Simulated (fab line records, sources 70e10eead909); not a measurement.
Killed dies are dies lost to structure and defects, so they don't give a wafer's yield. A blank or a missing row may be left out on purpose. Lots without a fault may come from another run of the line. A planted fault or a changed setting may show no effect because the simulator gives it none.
Chamber matching | flow nand_harc | NHARC_A_CONTACT_DESCUM_47 on rie_diel-04: 4 sister chambers
The step chemistry O2, time 3 s. 14 wafers are shown with their chamber, then 7 later ones without.

WAFERS WITH THEIR CHAMBER
wafer  | chamber | drypump_motor_current_A (A) | rf_vpp_V (V) | throttle_valve_pct (%)
L074.1 | 1       | 5.7                         | 58.0         | 11.300
L074.2 | 0       | 5.7                         | 59.4         | 11.299
L074.4 | 3       | 5.3                         | 58.4         | 11.325
L078.1 | 2       | 6.6                         | 56.4         | 11.306
L078.2 | 0       | 5.7                         | 58.0         | 11.313
L078.3 | 3       | 5.3                         | 60.1         | 11.304
L078.4 | 1       | 5.6                         | 59.1         | 11.313
L078.5 | 3       | 5.3                         | 58.1         | 11.317
L078.6 | 2       | 6.6                         | 56.9         | 11.300
L083.3 | 0       | 5.7                         | 57.4         | 11.306
L083.4 | 1       | 5.7                         | 57.0         | 11.319
L083.6 | 2       | 6.6                         | 56.3         | 11.298
L080.1 | 0       | 5.7                         | 57.8         | 11.309
L080.3 | 1       | 5.7                         | 58.3         | 11.319

SIGNATURES (means of the wafers above)
reading                 | chamber 0 | chamber 1 | chamber 2 | chamber 3 | scatter within a chamber
drypump_motor_current_A | 5.700     | 5.675     | 6.600     | 5.300     | 0.0274
rf_vpp_V                | 58.150    | 58.100    | 56.533    | 58.867    | 0.84
throttle_valve_pct      | 11.30675  | 11.31275  | 11.30133  | 11.31533  | 0.00778
Rule: a wafer's distance from a chamber is the root of the sum, over the readings, of the square of ((its reading less the chamber's mean) divided by the reading's scatter). The wafer belongs to the nearest chamber; if the next one is less than 2 further off, it can't be placed. The scatter: the root of (the sum of the squares of (reading less its chamber's mean) over the shown wafers, divided by (wafers less chambers)).

WAFERS WITHOUT THEIR CHAMBER
wafer  | drypump_motor_current_A (A) | rf_vpp_V (V) | throttle_valve_pct (%)
L080.6 | 5.7                         | 59.0         | 11.297
L091.4 | 5.3                         | 57.5         | 11.323
L091.5 | 5.7                         | 58.0         | 11.323
L091.6 | 6.6                         | 58.0         | 11.299
L094.1 | 5.7                         | 58.7         | 11.317
L094.3 | 6.6                         | 57.6         | 11.317
L094.5 | 5.7                         | 58.0         | 11.311

WHICH CHAMBER EACH WENT THROUGH
wafer  | from the rows above     | in truth
L080.6 | can't be placed: 0 or 1 | 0
L091.4 | 3                       | 3
L091.5 | can't be placed: 1 or 0 | 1
L091.6 | 2                       | 2
L094.1 | can't be placed: 1 or 0 | 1
L094.3 | 2                       | 2
L094.5 | can't be placed: 0 or 1 | 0
Placed correctly: 3 of 7. Can't be placed from these rows: 4 (the true chamber is among the candidates in 4). Placed wrongly: 0.
